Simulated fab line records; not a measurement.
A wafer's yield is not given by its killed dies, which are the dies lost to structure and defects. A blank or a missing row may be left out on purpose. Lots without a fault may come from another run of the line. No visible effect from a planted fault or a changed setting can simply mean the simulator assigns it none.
A lot that was struck, set against a sound lot + flow n5 finfet + 29 steps out of a route of 1938
Sound: the wafers L422.1, L422.4, L422.5. Struck: wafers L407.1, L407.4, L407.5. At the end, the cause is stated.
Per side, at each step with rows, come the tool, then ch with its chambers, and then its first start. Under that, the readings that differ: sound wafers + struck wafers + difference of the means + sigmas: that difference in standard deviations of wafers without a fault.
alike: same words and numbers on both sides, and readings whose means sit less than 2 such deviations apart. not compared: any withheld reading, any reading some wafer has no value for, any bound like >300 that may hide the same value, and any number with overlapping values for which the record gives no deviation.
The two part at a step that has a row with sigmas, a row that says differs or no value, or rows on one side only. Numbers that have no deviation but don't overlap get no sigmas and don't part them. Lack of a reading on every wafer of one side parts them only where that side has two or more wafers.

first, 9 steps without rows for these wafers: N5_BEOL_M4_DESCUM_16 (chemistry O2, time 7 s); N5_BEOL_M4_ETCH_74 (etches underlayer in N2/H2, target depth 6.5 nm, time 5.2 s); N5_BEOL_M4_ETCH_63 (etches SiARC in CF4, target depth 15.6 nm, time 26 s); N5_BEOL_M4_ETCH_64 (etches SOC in N2/H2, target depth 75 nm, overetch 22.5 nm, time 121.9 s); N5_BEOL_M4_STRIP_65 (strips in N2/H2); N5_BEOL_M4_STRIP_75 (strips in N2/H2); N5_BEOL_M4_STRIP_66 (strips in CF4); N5_BEOL_M4_HM_OPEN_17 (chemistry Cl2/BCl3, target TiN, target depth 20 nm, overetch 6 nm); N5_BEOL_M4_STRIP_19 (strips in O2).
N5_BEOL_M4_COAT_67: time 60 s, resist thk 60 nm.
  sound on litho track-03 ch 0, day 13 02:50; struck on litho track-04 ch 0, day 9 08:17
| reading                                  | sound                | struck               | difference | sigmas      |
|------------------------------------------|----------------------|----------------------|------------|-------------|
| spin speed rpm (rpm)                     | 1501.0 1500.6 1500.8 | 1614.1 1614.0 1613.8 | +113.2     | +99 or more |
| model.SOC_of_BEOL_M4_COAT_67.thk nm (nm) | 60.2 60.4 60.2       | 58.2 58 58           | -2.2       |             |
then, 13 steps without rows for these wafers: N5_BEOL_M4_COAT_68 (time 60 s, resist thk 12 nm); N5_BEOL_M4_COAT_76 (time 60 s, resist thk 5 nm); N5_BEOL_M4_COAT_22 (resist thk 30 nm); N5_BEOL_M4_EBR_24; N5_BEOL_M4_SOFTBAKE_23 (time 60 s); N5_BEOL_M4_EXPOSE_25 (exposes mask V3, defocus 5 nm); N5_BEOL_M4_PEB_26 (peb time 60 s); N5_BEOL_M4_DEVELOP_27 (develop time 30 s); N5_BEOL_M4_DESCUM_33 (chemistry O2, time 7 s); N5_BEOL_M4_ETCH_77 (etches underlayer in N2/H2, target depth 6.5 nm, time 5.2 s); N5_BEOL_M4_ETCH_69 (etches SiARC in CF4, target depth 15.6 nm, time 26 s); N5_BEOL_M4_ALD_98 (deposits SiO2, target thk 2.5 nm, pulse time 1 s, co reactant pulse time 1 s); N5_BEOL_M4_ETCHBACK_99 (etches SiO2 in CHF3, target depth 5 nm, time 10.4 s).
N5_BEOL_M4_ETCH_70: etches SOC in N2/H2, target depth 80 nm, overetch 24 nm, time 130 s.
  sound on rie diel-02 ch 0,2, day 13 14:50; struck on rie diel-04 ch 2,3, day 9 19:01
| reading                  | sound             | struck            | difference | sigmas |
|--------------------------|-------------------|-------------------|------------|--------|
| model.etch.depth nm (nm) | 60.29 60.32 60.19 | 58.15 58.05 58.07 | -2.18      |        |
  alike: drypump motor current A, oes product au, rf vpp V, showerhead plenum p Torr, throttle valve pct
  not compared: rf hours counter h
then, 2 steps without rows for these wafers: N5_BEOL_M4_STRIP_71 (strips in N2/H2); N5_BEOL_M4_STRIP_78 (strips in N2/H2).
N5_BEOL_M4_VIA_ETCH_34: etches the open film in C4F6/O2, target depth 69.4 nm, time 65.9 s.
  sound on rie diel-02 ch 0,2, day 13 14:56; struck on rie diel-04 ch 2,3, day 9 19:08
| reading                                  | sound          | struck         | difference | sigmas |
|------------------------------------------|----------------|----------------|------------|--------|
| model.SOC_of_BEOL_M4_COAT_67.thk nm (nm) | 52.4 51.8 51.8 | 49.8 49.8 49.8 | -2.2       |        |
  alike: O2_flow_sccm, drypump motor current A, oes_ar_750_au, oes product au, rf vpp V, showerhead plenum p Torr, throttle valve pct
  not compared: rf hours counter h
then, 1 step without rows for these wafers: N5_BEOL_M4_STRIP_83 (strips in C4F6/O2).
N5_BEOL_M4_RC_MEAS_101:
  sound on prober-02 ch 0, day 13 20:00; struck on prober-02 ch 0, day 10 00:08
| reading       | sound       | struck      | difference | sigmas |
|---------------|-------------|-------------|------------|--------|
| ION_N (uA/um) | 657 684 663 | 693 679 686 | +18        | +2     |
  alike: DIBL_N, DIBL_P, IOFF_N, IOFF_P, ION_P, SS_N, SS_P, VT_N, VT_P

WHERE THEY PART
At N5_BEOL_M4_COAT_67 first; at N5_BEOL_M4_RC_MEAS_101 last (within this record only).

WHY: what the simulator had put in
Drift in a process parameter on litho track-04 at N5_BEOL_M4_COAT_67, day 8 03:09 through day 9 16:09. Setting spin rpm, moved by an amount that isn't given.
